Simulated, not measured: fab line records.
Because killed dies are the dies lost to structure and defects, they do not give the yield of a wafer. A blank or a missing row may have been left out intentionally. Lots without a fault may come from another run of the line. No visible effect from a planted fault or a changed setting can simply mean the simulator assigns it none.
One fault through the eyes of 3 desks || flow n5-finfet || every desk sees just its own numbers, and what lay behind them comes last
Where a reading is given only as a bound, like >300, the bound stands for it, and a mean or a difference that rests on one is marked > or <: the true number lies beyond.

DESK OF THE TOOL OWNER: rie-diel-03
The tool's own readings at N5_ZERO_LAYER_ETCH_17 (etches SiO2 in CF4, target depth 12 nm, time 13.3 s): means of the sampled wafers that have a number, for each lot that ran on this tool. The brackets show how far a lot's mean lies from the usual mean; more than 4 standard deviations puts the lot out of limits, marked OUT.
Columns: A = drypump-motor-current-A at N5_ZERO_LAYER_ETCH_17, usual 5.9 A; B = oes-product-au at N5_ZERO_LAYER_ETCH_17, usual 0.77 a.u.; C = rf-vpp-V at N5_ZERO_LAYER_ETCH_17, usual 951 V; D = showerhead-plenum-p-Torr at N5_ZERO_LAYER_ETCH_17, usual 2.17 Torr; E = throttle-valve-pct at N5_ZERO_LAYER_ETCH_17, usual 15.68 %
{"lot": "L670", "first seen here": "day 3 00:55", "A": 6.1, "B": 0.77, "C": 952, "D": 2.18, "E": 15.64}
{"lot": "L671", "first seen here": "day 3 07:00", "A": 6.0, "B": 0.77, "C": 951, "D": 2.20, "E": 15.59}
{"lot": "L675", "first seen here": "day 4 07:11", "A": 6.2, "B": 0.83, "C": 952, "D": 2.19, "E": 15.62}
{"lot": "L681", "first seen here": "day 5 18:43", "A": 6.2, "B": 0.81, "C": 951, "D": 2.18, "E": 15.63}
{"lot": "L683", "first seen here": "day 6 06:43", "A": 6.5, "B": 0.80, "C": 951, "D": 2.19, "E": 15.57}
{"lot": "L684", "first seen here": "day 6 12:52", "A": 6.2, "B": 0.75, "C": 951, "D": 2.20, "E": 15.57}
This desk found nothing out of limits on any of the 6 lots.

THE DEFECT DESK
Lot by lot, what the route's inspections counted, given as the mean of those sampled wafers with a number. The brackets show how far a lot's mean lies from the usual mean; more than 4 standard deviations puts the lot out of limits, marked OUT.
Columns: A = raw-defect-count at N5_ZERO_LAYER_INSPECT_20, usual 37; B = raw-defect-count at N5_WELL_APT_INSPECT_10, usual 2.0; C = raw-defect-count at N5_WELL_APT_INSPECT_38, usual 13
{"lot": "L670", "first seen here": "day 3 01:26", "A": 48, "B": 2.7, "C": 19}
{"lot": "L671", "first seen here": "day 3 07:32", "A": 21, "B": 2.0, "C": 8}
{"lot": "L675", "first seen here": "day 4 07:44", "A": 32, "B": 2.0, "C": 19}
{"lot": "L681", "first seen here": "day 5 19:17", "A": "166 (+8.6) OUT", "B": ">104 (>+68) OUT", "C": "148 (+28) OUT"}
{"lot": "L682", "first seen here": "day 6 01:24", "A": 31, "B": 2.3, "C": 16}
{"lot": "L683", "first seen here": "day 6 07:15", "A": "329 (+19) OUT", "B": ">201 (+99 or more) OUT", "C": "308 (+61) OUT"}
{"lot": "L684", "first seen here": "day 6 13:24", "A": "186 (+10) OUT", "B": ">101 (>+66) OUT", "C": "159 (+30) OUT"}
{"lot": "L685", "first seen here": "day 6 19:23", "A": 53, "B": 1.3, "C": 10}
{"lot": "L687", "first seen here": "day 7 07:19", "A": 30, "B": 1.5, "C": 10}
This desk's verdict: out of limits on L681, L683, L684, starting with L681 at day 5 19:17 (raw-defect-count at N5_ZERO_LAYER_INSPECT_20). L670, L671, L675, L682, L685, L687 stayed within limits.

THE METROLOGY DESK
Lot by lot, what the gauges showed, no matter which tool ran the lot: averages of those sampled wafers that carry a number. The brackets show how far a lot's mean lies from the usual mean; more than 4 standard deviations puts the lot out of limits, marked OUT. 7 of its 12 readings are shown, namely those furthest out on some lot.
Columns: A = NWELL_OVL at N5_WELL_APT_OVL_MEAS_09, usual 5 nm; B = HMC_CMP_THK at N5_PMOS_HMC_CHANNEL_EPI_THK_MEAS_22, usual 54.1 nm; C = IOFF_P at N5_BEOL_M4_RC_MEAS_101, usual 0.23 nA/um; D = ION_P at N5_BEOL_M4_RC_MEAS_101, usual 466 uA/um; E = SS_N at N5_BEOL_M4_RC_MEAS_101, usual 71.7 mV/dec; F = VT_N at N5_BEOL_M4_RC_MEAS_101, usual 248 mV; G = VT_P at N5_BEOL_M4_RC_MEAS_101, usual -249 mV
{"lot": "L670", "first seen here": "day 3 01:47", "A": -4, "B": 53.4, "C": 0.21, "D": 466, "E": 71.6, "F": 249, "G": -250}
{"lot": "L671", "first seen here": "day 3 08:00", "A": 6, "B": 53.1, "C": 0.22, "D": 464, "E": 72.2, "F": 248, "G": -248}
{"lot": "L675", "first seen here": "day 4 08:04", "A": -2, "B": 54.7, "C": 0.30, "D": 481, "E": 71.4, "F": 248, "G": -242}
{"lot": "L681", "first seen here": "day 5 19:37", "A": 5, "B": 54.1, "C": 0.26, "D": 471, "E": 72.0, "F": 248, "G": -246}
{"lot": "L682", "first seen here": "day 6 01:52", "A": 6, "B": 55.4, "C": 0.21, "D": 457, "E": 70.7, "F": 251, "G": -251}
{"lot": "L683", "first seen here": "day 6 07:43", "A": 10, "B": 54.5, "C": 0.23, "D": 469, "E": 71.6, "F": 247, "G": -250}
{"lot": "L684", "first seen here": "day 6 13:44", "A": 7, "B": 53.6, "C": 0.28, "D": 473, "E": 72.2, "F": 247, "G": -244}
{"lot": "L685", "first seen here": "day 6 19:50", "A": 1, "B": 55.7, "C": 0.25, "D": 466, "E": 72.7, "F": 247, "G": -250}
{"lot": "L687", "first seen here": "day 7 07:40", "A": -0, "B": 54.6, "C": 0.29, "D": 480, "E": 72.2, "F": 242, "G": -242}
This desk found nothing out of limits on any of the 9 lots.

BROUGHT TOGETHER
The defect desk could have raised an alarm at day 5 19:17, on L681, L683, L684.
Nothing out of limits was seen by the tool owner's desk.
At the metrology desk, nothing out of limits was observed.
The tool owner's desk has L681, L683, L684 on record, within its limits.
The metrology desk has L681, L683, L684 on record, within its limits.
N5_ZERO_LAYER_ETCH_17 was run on rie-diel-03 by each of the lots named.

WHAT THE SIMULATOR PUT IN
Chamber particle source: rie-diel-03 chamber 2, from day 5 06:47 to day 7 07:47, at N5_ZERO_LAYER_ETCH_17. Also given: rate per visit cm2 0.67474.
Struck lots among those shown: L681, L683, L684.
Hours from the fault's start to each desk's first reading out of limits: the defect desk, 12.
